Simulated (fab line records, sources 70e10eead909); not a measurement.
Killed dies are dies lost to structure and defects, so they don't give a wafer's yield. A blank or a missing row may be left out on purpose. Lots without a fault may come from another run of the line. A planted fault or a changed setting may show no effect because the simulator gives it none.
Chamber matching | flow nand_harc | NHARC_P_GATE_DESCUM_93 on rie_diel-04: 4 sister chambers
The step chemistry O2, time 3 s. 27 wafers are shown with their chamber, then 12 later ones without.

WAFERS WITH THEIR CHAMBER
wafer  | chamber | showerhead_plenum_p_Torr (Torr) | drypump_motor_current_A (A) | oes_product_au (a.u.)
L075.1 | 2       | 1.82                            | 5.3                         | 1.004
L075.2 | 3       | 1.84                            | 5.4                         | 0.993
L075.5 | 2       | 1.82                            | 5.3                         | 0.991
L077.1 | 2       | 1.82                            | 5.3                         | 0.994
L077.4 | 1       | 1.82                            | 5.6                         | 0.993
L077.5 | 2       | 1.82                            | 5.3                         | 0.991
L077.2 | 3       | 1.84                            | 5.5                         | 1.004
L077.3 | 0       | 2.01                            | 5.8                         | 1.001
L077.6 | 1       | 1.82                            | 5.6                         | 0.989
L079.2 | 0       | 2.01                            | 5.8                         | 0.989
L079.5 | 0       | 2.01                            | 5.8                         | 1.003
L079.6 | 1       | 1.82                            | 5.5                         | 0.993
L078.1 | 1       | 1.82                            | 5.6                         | 0.986
L078.2 | 2       | 1.82                            | 5.3                         | 1.001
L078.5 | 1       | 1.82                            | 5.5                         | 0.985
L083.2 | 1       | 1.82                            | 5.5                         | 0.986
L083.5 | 3       | 1.84                            | 5.4                         | 0.988
L083.6 | 0       | 2.01                            | 5.8                         | 1.011
L089.3 | 2       | 1.82                            | 5.3                         | 0.998
L089.5 | 1       | 1.81                            | 5.5                         | 0.972
L089.6 | 0       | 2.01                            | 5.8                         | 0.997
L088.1 | 0       | 2.01                            | 5.8                         | 1.000
L088.3 | 2       | 1.82                            | 5.3                         | 0.987
L088.6 | 3       | 1.84                            | 5.4                         | 0.986
L090.1 | 2       | 1.82                            | 5.3                         | 0.987
L090.3 | 0       | 2.01                            | 5.8                         | 0.997
L090.5 | 1       | 1.81                            | 5.6                         | 0.983

SIGNATURES (means of the wafers above)
reading                  | chamber 0 | chamber 1 | chamber 2 | chamber 3 | scatter within a chamber
showerhead_plenum_p_Torr | 2.0100    | 1.8175    | 1.8200    | 1.8400    | 0.00255
drypump_motor_current_A  | 5.800     | 5.550     | 5.300     | 5.425     | 0.0346
oes_product_au           | 0.99971   | 0.98587   | 0.99412   | 0.99275   | 0.00678
Rule: a wafer's distance from a chamber is the root of the sum, over the readings, of the square of ((its reading less the chamber's mean) divided by the reading's scatter). The wafer belongs to the nearest chamber; if the next one is less than 2 further off, it can't be placed. The scatter: the root of (the sum of the squares of (reading less its chamber's mean) over the shown wafers, divided by (wafers less chambers)).

WAFERS WITHOUT THEIR CHAMBER
wafer  | showerhead_plenum_p_Torr (Torr) | drypump_motor_current_A (A) | oes_product_au (a.u.)
L091.1 | 1.81                            | 5.5                         | 0.989
L091.3 | 1.84                            | 5.4                         | 0.995
L091.6 | 2.01                            | 5.8                         | 1.009
L094.1 | 1.82                            | 5.3                         | 0.983
L094.3 | 1.81                            | 5.6                         | 0.982
L094.4 | 2.01                            | 5.8                         | 1.016
L095.1 | 2.01                            | 5.8                         | 1.009
L095.4 | 1.84                            | 5.5                         | 0.992
L095.5 | 1.82                            | 5.3                         | 0.988
L097.2 | 2.01                            | 5.8                         | 1.022
L097.4 | 1.84                            | 5.4                         | 0.996
L097.5 | 1.82                            | 5.3                         | 0.991

WHICH CHAMBER EACH WENT THROUGH
wafer  | from the rows above | in truth
L091.1 | 1                   | 1
L091.3 | 3                   | 3
L091.6 | 0                   | 0
L094.1 | 2                   | 2
L094.3 | 1                   | 1
L094.4 | 0                   | 0
L095.1 | 0                   | 0
L095.4 | 3                   | 3
L095.5 | 2                   | 2
L097.2 | 0                   | 0
L097.4 | 3                   | 3
L097.5 | 2                   | 2
Placed correctly: 12 of 12. Can't be placed from these rows: 0. Placed wrongly: 0.
